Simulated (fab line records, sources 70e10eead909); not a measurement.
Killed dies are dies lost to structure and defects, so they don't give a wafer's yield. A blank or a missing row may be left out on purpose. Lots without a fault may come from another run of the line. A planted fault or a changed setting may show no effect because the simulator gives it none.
A struck lot beside a sound one | flow nand_harc | 39 steps out of a route of 1159
Sound: wafers L752.1, L752.5, L752.6. Struck: wafer L739.4. The cause comes at the end.
At each step with rows: each side's tool, then ch and its chambers, then its first start. Under that, the readings that differ: sound wafers | struck wafers | difference of the means | sigmas: that difference in standard deviations of wafers without a fault.
alike: readings whose means differ by less than 2 such deviations, and words and numbers that are the same on both sides. not compared: withheld readings, readings that some wafer has no value for, bounds like >300 that may hide the same value, and numbers for which the record gives no deviation and whose values overlap.
The two part at a step that has a row with sigmas, a row that says differs or no value, or rows on one side only. Numbers that don't overlap but have no deviation are shown without sigmas and don't part them. A reading that every wafer of one side lacks parts them only if that side has two wafers or more.

first, 1 step without rows for these wafers: NHARC_A_STAIRCASE_HARDBAKE_311 (time 140 s).
NHARC_A_STAIRCASE_DESCUM_312: chemistry O2, time 3 s.
  sound on rie_diel-07 ch 1,2, day 16 19:00; struck on rie_diel-11 ch 2, day 13 03:09
  alike: drypump_motor_current_A, oes_product_au, rf_vpp_V, showerhead_plenum_p_Torr, throttle_valve_pct
  not compared: rf_hours_counter_h
then, 3 steps without rows for these wafers: NHARC_A_STAIRCASE_ETCH_313 (etches the open film in CF4/CHF3); NHARC_A_STAIRCASE_HM_OPEN_463 (chemistry O2/COS); NHARC_A_STAIRCASE_STRIP_464 (strips in O2/COS).
NHARC_A_STAIRCASE_ETCH_453: etches the open film in CF4/O2, target depth 30 nm, overetch 3 nm, time 16.5 s.
  sound on rie_diel-07 ch 2,3; struck on rie_diel-11 ch 1
  alike: cf4_flow_sccm, drypump_motor_current_A, oes_product_au, rf_vpp_V, showerhead_plenum_p_Torr, throttle_valve_pct
  not compared: rf_hours_counter_h
then, 1 step without rows for these wafers: NHARC_A_STAIRCASE_ETCH_315 (etches the open film in C4F8/O2/Ar, target depth 2500 nm, time 607.1 s).
NHARC_A_STAIRCASE_STRIP_316: strips in O2.
  sound on rie_diel-07 ch 1,2; struck on rie_diel-11 ch 1
  reading      | sound          | struck | difference | sigmas
  rf_vpp_V (V) | 57.0 56.9 59.3 | 59.6   | +1.9       | +2
  alike: drypump_motor_current_A, oes_product_au, showerhead_plenum_p_Torr, throttle_valve_pct
  not compared: rf_hours_counter_h
then, 3 steps without rows for these wafers: NHARC_A_STAIRCASE_STRIP_317 (strips in SPM, time 900 s); NHARC_A_STAIRCASE_PRECLEAN_318 (cleans in SC1); NHARC_A_STAIRCASE_SRD_329.
NHARC_A_STAIRCASE_ALD_415: deposits SiO2, target thk 30 nm, pulse time 6 s, ald cycles 300.
  sound on ald_hk-03 ch 1,2,3, day 16 21:43; struck on ald_hk-01 ch 2, day 13 05:15
  reading                    | sound             | struck | difference | sigmas
  precursor_pulse_height_rel | 1.021 0.996 0.995 | 0.962  | -0.042     | -2
  alike: heater_power_w
then, 1 step without rows for these wafers: NHARC_A_STAIRCASE_ETCHBACK_416 (etches the open film in C4F8/O2/Ar, target depth 36 nm, time 7.2 s).
NHARC_A_STAIRCASE_STRIP_476: strips in O2, time 20 s.
  sound on rie_diel-03 ch 1,2, day 16 23:16; struck on rie_diel-11 ch 3, day 13 07:11
  reading                         | sound          | struck | difference | sigmas
  showerhead_plenum_p_Torr (Torr) | 3.61 3.61 3.69 | 3.40   | -0.24      | -2
  alike: drypump_motor_current_A, oes_product_au, rf_vpp_V, throttle_valve_pct
  not compared: rf_hours_counter_h
then, 8 steps without rows for these wafers: NHARC_A_STAIRCASE_DEP_417 (deposits Si3N4, target thk 60 nm); NHARC_A_STAIRCASE_WET_418 (chemistry H3PO4, target depth 20 nm); NHARC_A_STAIRCASE_PRECLEAN_419 (cleans in SC1); NHARC_A_STAIRCASE_SRD_421; NHARC_A_STAIRCASE_ALD_420 (deposits SiO2, target thk 20 nm, pulse time 6 s, ald cycles 200); NHARC_A_STAIRCASE_CVD_552 (deposits SiNx, target thk 40 nm); NHARC_A_STAIRCASE_DEP_151 (deposits SiO2, target thk 3800 nm); NHARC_A_STAIRCASE_ANNEAL_320 (time 1800 s).
NHARC_A_STAIRCASE_DEP_322: deposits SiO2, target thk 3800 nm.
  sound on pecvd-01 ch 0,2, day 17 19:40; struck on pecvd-04 ch 2, day 14 04:52
  alike: heater_power_w
then, 14 steps without rows for these wafers: NHARC_A_STAIRCASE_ANNEAL_323 (time 1800 s); NHARC_A_STAIRCASE_DEP_325 (deposits SiO2, target thk 3800 nm); NHARC_A_STAIRCASE_ANNEAL_326 (time 1800 s); NHARC_A_STAIRCASE_DEHYDRATE_433 (time 120 s); NHARC_A_STAIRCASE_HMDS_434 (time 30 s); NHARC_A_STAIRCASE_COAT_435; NHARC_A_STAIRCASE_SOFTBAKE_436 (time 170 s); NHARC_A_STAIRCASE_EBR_437; NHARC_A_STAIRCASE_EXPOSE_438 (exposes mask STAIR REV); NHARC_A_STAIRCASE_PEB_439 (peb time 130 s); NHARC_A_STAIRCASE_DEVELOP_440 (time 140 s); NHARC_A_STAIRCASE_HARDBAKE_442 (time 140 s); NHARC_A_STAIRCASE_DESCUM_443 (chemistry O2, time 3 s); NHARC_A_STAIRCASE_ETCH_444 (etches the open film in C4F8/O2, target depth 10200 nm, time 3400 s).
NHARC_A_SGD_CUT_DEP_00: deposits SiNx, target thk 50 nm.
  sound on pecvd-03 ch 0,1,2, day 18 23:22; struck on pecvd-01 ch 1, day 15 08:28
  reading | sound | struck                   | difference                   | sigmas
  hold    | - - - | await_dispo/5.2h/release | no value on the sound wafers |
  alike: heater_power_w
-- the record jumps here: 6 days lie between the struck wafers' starts before and after (it left off in module A_SGD_CUT and takes up again in module END, whose first step shown is number 1159 of the route) --
NHARC_END_SORT_01:
  sound on prober-02 ch 0, day 24 05:53; struck on prober-01 ch 0, day 21 04:26
  reading         | sound    | struck | difference | sigmas
  killed_at_array | 12 14 14 | 96     | +83        | +8
  killed_dies     | 17 14 17 | 97     | +81        | +7
  alike: killed_at_other, killed_at_periphery, killed_open, killed_short

WHERE THEY PART
First at NHARC_A_STAIRCASE_STRIP_316; last, within this record, at NHARC_END_SORT_01.

WHY: what the simulator had put in
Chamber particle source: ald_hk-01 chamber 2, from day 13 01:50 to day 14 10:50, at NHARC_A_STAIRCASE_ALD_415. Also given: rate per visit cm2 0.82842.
